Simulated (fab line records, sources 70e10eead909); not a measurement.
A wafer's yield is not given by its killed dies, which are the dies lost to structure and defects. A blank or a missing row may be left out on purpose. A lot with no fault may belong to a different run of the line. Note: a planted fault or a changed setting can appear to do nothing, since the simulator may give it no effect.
Which tool did it? || flow nand-harc || 36 wafers from 12 lots sampled at 5 of the route's 1302 steps

## WHAT THE GAUGES SHOWED, per wafer
NHARC_A_M0_INSPECT_11.
{"lot": "L076", "measured": "day 23 04:29", "on": "defect-inspect-02", "raw-defect-count": "81 83 77"}
{"lot": "L077", "measured": "day 23 20:23", "on": "defect-inspect-02", "raw-defect-count": "146 153 166"}
{"lot": "L080", "measured": "day 25 02:57", "on": "defect-inspect-02", "raw-defect-count": "118 112 96"}
{"lot": "L083", "measured": "day 26 06:44", "on": "defect-inspect-01", "raw-defect-count": "127 123 136"}
{"lot": "L082", "measured": "day 27 07:59", "on": "defect-inspect-01", "raw-defect-count": "74 68 76"}
{"lot": "L084", "measured": "day 27 11:38", "on": "defect-inspect-01", "raw-defect-count": "64 81 63"}
{"lot": "L086", "measured": "day 28 06:42", "on": "defect-inspect-01", "raw-defect-count": "163 143 144"}
{"lot": "L089", "measured": "day 29 17:25", "on": "defect-inspect-01", "raw-defect-count": "121 123 116"}
{"lot": "L091", "measured": "day 30 10:43", "on": "defect-inspect-01", "raw-defect-count": "149 158 141"}
{"lot": "L093", "measured": "day 30 16:23", "on": "defect-inspect-02", "raw-defect-count": "36 35 37"}
{"lot": "L094", "measured": "day 31 09:20", "on": "defect-inspect-01", "raw-defect-count": "94 67 78"}
{"lot": "L097", "measured": "day 32 06:05", "on": "defect-inspect-01", "raw-defect-count": "82 74 57"}

## WHAT TOOL EACH LOT RAN ON (gives the tool, then ch and the chambers of the sampled wafers, and finally the start)
{"lot": "L076", "NHARC_A_CONTACT_ETCH_135": "har-cap-etch-03 ch 0, day 22 16:01", "NHARC_A_CONTACT_ETCH_137": "har-cap-etch-03 ch 0, day 22 16:34", "NHARC_A_CONTACT_ETCH_139": "har-cap-etch-03 ch 0, day 22 17:07", "NHARC_A_BLC_DEGAS_30": "pvd-sputter-02, day 23 01:56"}
{"lot": "L077", "NHARC_A_CONTACT_ETCH_135": "har-cap-etch-02 ch 0,1, day 23 11:21", "NHARC_A_CONTACT_ETCH_137": "har-cap-etch-02 ch 0,1, day 23 11:53", "NHARC_A_CONTACT_ETCH_139": "har-cap-etch-02 ch 0,1, day 23 12:26", "NHARC_A_BLC_DEGAS_30": "pvd-sputter-01, day 23 17:58"}
{"lot": "L080", "NHARC_A_CONTACT_ETCH_135": "har-cap-etch-02 ch 0,1, day 24 18:00", "NHARC_A_CONTACT_ETCH_137": "har-cap-etch-02 ch 0,1, day 24 18:32", "NHARC_A_CONTACT_ETCH_139": "har-cap-etch-02 ch 0,1, day 24 19:05", "NHARC_A_BLC_DEGAS_30": "pvd-sputter-02, day 25 00:28"}
{"lot": "L083", "NHARC_A_CONTACT_ETCH_135": "har-cap-etch-02 ch 0,1, day 25 21:50", "NHARC_A_CONTACT_ETCH_137": "har-cap-etch-02 ch 0,1, day 25 22:22", "NHARC_A_CONTACT_ETCH_139": "har-cap-etch-02 ch 0,1, day 25 22:55", "NHARC_A_BLC_DEGAS_30": "pvd-sputter-01, day 26 04:20"}
{"lot": "L082", "NHARC_A_CONTACT_ETCH_135": "har-cap-etch-01 ch 0,1, day 26 22:35", "NHARC_A_CONTACT_ETCH_137": "har-cap-etch-01 ch 0,1, day 26 23:08", "NHARC_A_CONTACT_ETCH_139": "har-cap-etch-01 ch 0,1, day 26 23:40", "NHARC_A_BLC_DEGAS_30": "pvd-sputter-03, day 27 05:34"}
{"lot": "L084", "NHARC_A_CONTACT_ETCH_135": "har-cap-etch-01 ch 0,1, day 27 02:31", "NHARC_A_CONTACT_ETCH_137": "har-cap-etch-01 ch 0,1, day 27 03:03", "NHARC_A_CONTACT_ETCH_139": "har-cap-etch-01 ch 0,1, day 27 03:35", "NHARC_A_BLC_DEGAS_30": "pvd-sputter-02, day 27 09:06"}
{"lot": "L086", "NHARC_A_CONTACT_ETCH_135": "har-cap-etch-02 ch 0,1, day 27 21:46", "NHARC_A_CONTACT_ETCH_137": "har-cap-etch-02 ch 0,1, day 27 22:19", "NHARC_A_CONTACT_ETCH_139": "har-cap-etch-02 ch 0,1, day 27 22:52", "NHARC_A_BLC_DEGAS_30": "pvd-sputter-03, day 28 04:26"}
{"lot": "L089", "NHARC_A_CONTACT_ETCH_135": "har-cap-etch-02 ch 0, day 29 08:39", "NHARC_A_CONTACT_ETCH_137": "har-cap-etch-02 ch 0, day 29 09:11", "NHARC_A_CONTACT_ETCH_139": "har-cap-etch-02 ch 0, day 29 09:44", "NHARC_A_BLC_DEGAS_30": "pvd-sputter-02, day 29 15:09"}
{"lot": "L091", "NHARC_A_CONTACT_ETCH_135": "har-cap-etch-02 ch 0,1, day 30 00:54", "NHARC_A_CONTACT_ETCH_137": "har-cap-etch-02 ch 0,1, day 30 01:26", "NHARC_A_CONTACT_ETCH_139": "har-cap-etch-02 ch 0,1, day 30 01:59", "NHARC_A_BLC_DEGAS_30": "pvd-sputter-01, day 30 08:14"}
{"lot": "L093", "NHARC_A_CONTACT_ETCH_135": "har-cap-etch-03 ch 0,1, day 30 07:28", "NHARC_A_CONTACT_ETCH_137": "har-cap-etch-03 ch 0,1, day 30 08:01", "NHARC_A_CONTACT_ETCH_139": "har-cap-etch-03 ch 0,1, day 30 08:33", "NHARC_A_BLC_DEGAS_30": "pvd-sputter-01, day 30 14:01"}
{"lot": "L094", "NHARC_A_CONTACT_ETCH_135": "har-cap-etch-01 ch 0,1, day 31 00:13", "NHARC_A_CONTACT_ETCH_137": "har-cap-etch-01 ch 0,1, day 31 00:46", "NHARC_A_CONTACT_ETCH_139": "har-cap-etch-01 ch 0,1, day 31 01:19", "NHARC_A_BLC_DEGAS_30": "pvd-sputter-02, day 31 06:57"}
{"lot": "L097", "NHARC_A_CONTACT_ETCH_135": "har-cap-etch-03 ch 0,1, day 31 21:13", "NHARC_A_CONTACT_ETCH_137": "har-cap-etch-03 ch 0,1, day 31 21:46", "NHARC_A_CONTACT_ETCH_139": "har-cap-etch-03 ch 0,1, day 31 22:19", "NHARC_A_BLC_DEGAS_30": "pvd-sputter-03, day 32 03:40"}
- NHARC_A_CONTACT_ETCH_135: etches the open film in C4F8/O2/Ar, time 311 s, target depth 1912 nm.
- NHARC_A_CONTACT_ETCH_137: etches the open film in C4F8/O2/Ar, time 311 s, target depth 1912 nm.
- NHARC_A_CONTACT_ETCH_139: etches the open film in C4F8/O2/Ar, time 195 s, target depth 840 nm.
- NHARC_A_BLC_DEGAS_30: time 60 s.

## THE ANSWER, worked out from the rows above alone
Rule: usual is defined by the lots themselves. The widest of any qualifying gaps counts: lots, ordered by their means at a reading, are off when they make up no more than a third of the lots, leave a main group of 4 or more, and stand apart from it by 3 or more times the standard deviation of that group's means. If all means in a main group match to the digits the tables above print for the reading, that group is not used. A lot without any number at a reading at which 4 lots or more have one is off too. The other lots that the step has rows for count as sound.
No lot is off at any reading shown: from this, nothing can be told.

## WHAT THE SIMULATOR PUT IN
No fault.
